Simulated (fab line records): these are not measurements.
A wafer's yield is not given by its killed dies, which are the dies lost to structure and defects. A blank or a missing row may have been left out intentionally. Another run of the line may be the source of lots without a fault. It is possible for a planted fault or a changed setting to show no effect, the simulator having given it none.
Problem report, 8D (eight disciplines) form, completed by code || flow n5Finfet || the parts of the form that need people (team, actions taken, sign-off) are left out

== 1. THE PROBLEM ==
Wafers without a fault read 79.08 s, standard deviation 0.29; runLengthS at N5_FIN_CUT_CUT_ETCH_26 reads a mean of 57.93 s on 4 wafers belonging to 3 lots. Relative to the usual mean, that is a shift of -73 standard deviations.
The step: etches SiNx in CH3F/O2, target depth 39 nm, time 55.7 s.
First seen on wafer L780.1, day 3 04:22, on rieDiel-05. Wafers with a number at this step in the record: 24, from 8 lots. Rule for "out", or "out of limits": more than 4 standard deviations from the usual mean. All remaining wafers that have a number are taken as sound.

== 2. WHAT IT IS; WHAT IT IS NOT ==
{"question": "which readings at this step", "is": "runLengthS", "is not": "drypumpMotorCurrentA, oesProductAu, showerheadPlenumPTorr, throttleValvePct"}
{"question": "which lots", "is": "L780, L781, L783", "is not": "L776, L777, L792, L793, L795"}
{"question": "which wafers of those lots", "is": "L780.1, L781.2, L781.5, L783.5", "is not": "L780.3, L780.4, L781.6, L783.3, L783.6"}
{"question": "read on which tools", "is": "rieDiel-05", "is not": "rieDiel-03, rieDiel-06"}
{"question": "when", "is": "from day 3 04:22", "is not": "up to then (8 sound wafers); but 12 sound wafers of L781, L783, L792, L793, L795 came after"}

== 3. WHAT RULES OUT EACH SUSPECT ==
Counting: any tool at a process step up to the reading remains a suspect provided it ran every lot that is out. Sound lots after the first of them don't rule it out here, since some wafers of a struck lot are sound.
- rieDiel-05 at N5_FIN_CUT_DESCUM_13 (chemistry O2, time 7 s): kept. Every lot that is out went through it, the first being L780 (day 3 03:56); the last sound lot it ran before that was L777 (day 2 09:34).
- rieDiel-05 at N5_FIN_CUT_CUT_ETCH_26 (etches SiNx in CH3F/O2, target depth 39 nm, time 55.7 s): kept. Every lot that is out went through it, the first being L780 (day 3 04:22); the last sound lot it ran before that was L777 (day 2 09:59). On those wafers its own readings are out: runLengthS.
The count leaves rieDiel-05 at N5_FIN_CUT_CUT_ETCH_26 and rieDiel-05 at N5_FIN_CUT_DESCUM_13.

== 4. THE CAUSE (what the simulator had put in) ==
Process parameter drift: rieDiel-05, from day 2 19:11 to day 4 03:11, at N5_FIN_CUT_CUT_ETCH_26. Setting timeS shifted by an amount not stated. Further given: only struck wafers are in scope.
Of the 2 suspects that counting leaves, this tool is one.

== 5. THE CHAIN OF EFFECTS, in route order ==
Rows list readings where the struck wafers' mean (over those with a number) sits beyond 3 standard deviations from the usual. Scope: only readings with a usual standard deviation given in the record; hours: median across lots of the time from each lot's start at the first step in this table that gives one to its start at this step; sigmas: change in usual standard deviations.
{"hours": 0, "step": "N5_FIN_CUT_CUT_ETCH_26", "reading": "runLengthS", "usual": "79.08 s", "on struck wafers": 57.93, "change": -21.15, "sigmas": -73}
It contains these process steps:
- N5_FIN_CUT_CUT_ETCH_26: etches SiNx in CH3F/O2, target depth 39 nm, time 55.7 s.
Later steps that measure or inspect, where all struck wafers having a row at the step show a number for every such reading and not one has moved that far: N5_BEOL_M4_RC_MEAS_101.

== 6. HOW IT WOULD HAVE BEEN CAUGHT EARLIER ==
First out-of-limits reading in this record: day 3 04:22, which is 9 hours after fault onset at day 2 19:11.
